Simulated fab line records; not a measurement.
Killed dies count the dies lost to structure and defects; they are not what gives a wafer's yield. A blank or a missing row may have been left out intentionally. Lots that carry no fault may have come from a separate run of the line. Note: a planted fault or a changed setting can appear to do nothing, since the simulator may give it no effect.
Matching of chambers | flow nand_harc | ald_hk-04 running NHARC_A_CHANNEL_FILL_D2_ALD_25: 4 sister chambers
The step deposits SiOx, target thk 60 nm, pulse time 10 s, ald cycles 600. 4 wafers are shown with their chamber, then 9 later ones without.

## EACH WAFER AND ITS CHAMBER
wafer  | chamber | heater_power_outer_w (W)
L084.2 | 2       | 260
L084.6 | 1       | 236
L091.1 | 3       | 288
L091.6 | 0       | 245

## WAFERS MISSING THEIR CHAMBER
wafer  | heater_power_outer_w (W)
L092.2 | 249
L092.5 | 240
L092.6 | 284
L094.4 | 296
L094.1 | 240
L094.3 | 238
L096.4 | 296
L096.5 | 246
L096.6 | 295

## THE CHAMBER EACH PASSED THROUGH
wafer  | from the rows above          | in truth
L092.2 | can't be placed: 0 or 2 or 1 | 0
L092.5 | can't be placed: 1 or 0      | 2
L092.6 | 3                            | 3
L094.4 | 3                            | 3
L094.1 | can't be placed: 1 or 0      | 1
L094.3 | can't be placed: 1 or 0      | 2
L096.4 | 3                            | 3
L096.5 | can't be placed: 0 or 1      | 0
L096.6 | 3                            | 3
Correct placement for 4 of the 9. From these rows, 5 cannot be placed; in 3 the true chamber is one of the candidates. Placed wrongly: 0.
How it was worked out, from the rows above alone: a wafer's distance from a chamber is the root of the sum, over the readings, of the square of ((its reading less the chamber's mean) divided by the reading's scatter). If the next closest chamber is less than 2 further off than the closest, the wafer can't be placed; otherwise it belongs to the closest. For every chamber, the mean is computed from those of its wafers that are shown. The scatter (one wafer shown for each chamber): square how far every hidden wafer sits from the nearest shown wafer, average those squares and take the square root.
